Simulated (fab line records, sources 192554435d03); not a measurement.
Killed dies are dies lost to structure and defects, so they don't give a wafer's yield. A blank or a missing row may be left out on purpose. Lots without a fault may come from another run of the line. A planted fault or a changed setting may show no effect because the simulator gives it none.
A struck lot beside a sound one | flow n5_finfet | 16 steps out of a route of 1938
Sound: wafers L788.2, L788.4, L788.5. Struck: wafers L791.1, L791.3. (L791.5 of the same lot was not struck and is left out.) The cause comes at the end.
At each step with rows: each side's tool, then ch and its chambers, then its first start. Under that, the readings that differ: sound wafers | struck wafers | difference of the means | sigmas: that difference in standard deviations of wafers without a fault.
alike: readings whose means differ by less than 2 such deviations, and words and numbers that are the same on both sides. not compared: withheld readings, readings that some wafer has no value for, bounds like >300 that may hide the same value, and numbers for which the record gives no deviation and whose values overlap.
The two part at a step that has a row with sigmas, a row that says differs or no value, or rows on one side only. Numbers that don't overlap but have no deviation are shown without sigmas and don't part them. A reading that every wafer of one side lacks parts them only if that side has two wafers or more.

first, 1 step without rows for these wafers: N5_FIN_CUT_PRECLEAN_35 (cleans in vHF, time 13.3 s).
N5_FIN_CUT_CUT_ETCH_15: etches Si in HBr/Cl2/O2, target depth 100 nm, bt time 10 s, time 42.4 s.
  sound on rie_si-01 ch 0,2,3, day 3 03:10; struck on rie_si-01 ch 1,2, day 3 20:48
  alike: drypump_motor_current_A, mfc_cl2_sccm, oes_product_au, throttle_valve_pct
  not compared: rf_hours_counter_h
N5_FIN_CUT_CUT_ETCH_28: etches Si in HBr/Cl2/O2, target depth 6 nm, time 2.4 s.
  sound on rie_si-01 ch 0,2,3, day 3 03:13; struck on rie_si-01 ch 1,2, day 3 20:52
  alike: drypump_motor_current_A, mfc_cl2_sccm, oes_product_au, throttle_valve_pct
  not compared: rf_hours_counter_h
N5_FIN_CUT_STRIP_22: strips in N2/H2.
  sound on rie_diel-03 ch 0,1,2, day 3 03:17; struck on rie_diel-01 ch 0,2, day 3 20:55
  alike: drypump_motor_current_A, oes_product_au, rf_vpp_V, showerhead_plenum_p_Torr, throttle_valve_pct
  not compared: rf_hours_counter_h
then, 3 steps without rows for these wafers: N5_FIN_CUT_PRECLEAN_36 (cleans in O3/DIW, time 60 s); N5_FIN_CUT_SRD_32 (time 30 s); N5_FIN_CUT_UV_OZONE_34 (time 120 s).
N5_FIN_CUT_INSPECT_17: inspects for defects (brightfield).
  sound on defect_inspect-01, day 3 03:26; struck on defect_inspect-01, day 3 21:05
  alike: raw_defect_count
N5_STI_FIN_REVEAL_ALD_00: deposits SiO2, target thk 1 nm, pulse time 1 s.
  sound on ald_sin-03 ch 0,1,2, day 3 03:43; struck on ald_sin-03 ch 0,1, day 3 21:12
  alike: heater_power_outer_w, heater_power_w, precursor_pulse_height_rel
N5_STI_FIN_REVEAL_ALD_14: deposits Si3N4, target thk 3 nm.
  sound on ald_sin-03 ch 0,1,2, day 3 03:45; struck on ald_sin-03 ch 0,1, day 3 21:15
  alike: heater_power_outer_w, heater_power_w
then, 2 steps without rows for these wafers: N5_STI_FIN_REVEAL_FCVD_FILL_01 (material SiO2 flowable, target thk 312 nm, time 512.2 s); N5_STI_FIN_REVEAL_DENSIFY_02 (time 1800 s).
N5_STI_FIN_REVEAL_CMP_04: polishes, stops on Si3N4, t overpolish 4 s, target thk 131.83 nm.
  sound on cmp-03 ch 1,2,3, day 3 08:52; struck on cmp-03 ch 0,3, day 4 02:25
  reading                | sound       | struck  | difference | sigmas
  time_to_endpoint_s (s) | 112 107 107 | 208 220 | +105       | +20
  alike: motor_current_A, overpolish_run_s, slurry_filter_dp_kPa
N5_STI_FIN_REVEAL_THK_MEAS_05:
  sound on film_metro-01, day 3 09:05; struck on film_metro-02, day 4 02:38
  reading     | sound             | struck      | difference | sigmas
  thk_nm (nm) | 132.3 131.4 132.2 | 134.6 136.6 | +3.6       | +3
-- the record jumps here: 6 days lie between the struck wafers' starts before and after (it left off in module STI_FIN_REVEAL and takes up again in module BEOL_M4, whose first step shown is number 1111 of the route) --
N5_BEOL_M4_RC_MEAS_101:
  sound on prober-01 ch 0, day 9 09:52; struck on prober-01 ch 0, day 9 23:41
  alike: DIBL_N, DIBL_P, IOFF_N, IOFF_P, ION_N, ION_P, SS_N, SS_P, VT_N, VT_P
-- the record jumps here: 5 days lie between the struck wafers' starts before and after (it left off in module BEOL_M4 and takes up again in module PASSIVATION, whose first step shown is number 1936 of the route) --
N5_PASSIVATION_PROBE_49:
  sound on prober-01, day 13 22:06; struck on prober-02, day 14 17:10
  alike: defect_limited_yield, killed_at_M0_to_M3, killed_at_M4_up, killed_at_contacts, killed_at_front_end, killed_at_other, killed_dies, killed_open, killed_short, sort_bin_5_function, sort_bin_6_memory, sort_n_pass, sort_yield_pct

WHERE THEY PART
First at N5_STI_FIN_REVEAL_CMP_04; last, within this record, at N5_STI_FIN_REVEAL_THK_MEAS_05. Later steps at which nothing parts them and some readings are alike: N5_BEOL_M4_RC_MEAS_101, N5_PASSIVATION_PROBE_49.

WHY: what the simulator had put in
Process parameter drift: cmp-03, from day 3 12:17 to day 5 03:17, at N5_STI_FIN_REVEAL_CMP_04. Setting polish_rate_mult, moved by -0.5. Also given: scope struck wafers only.
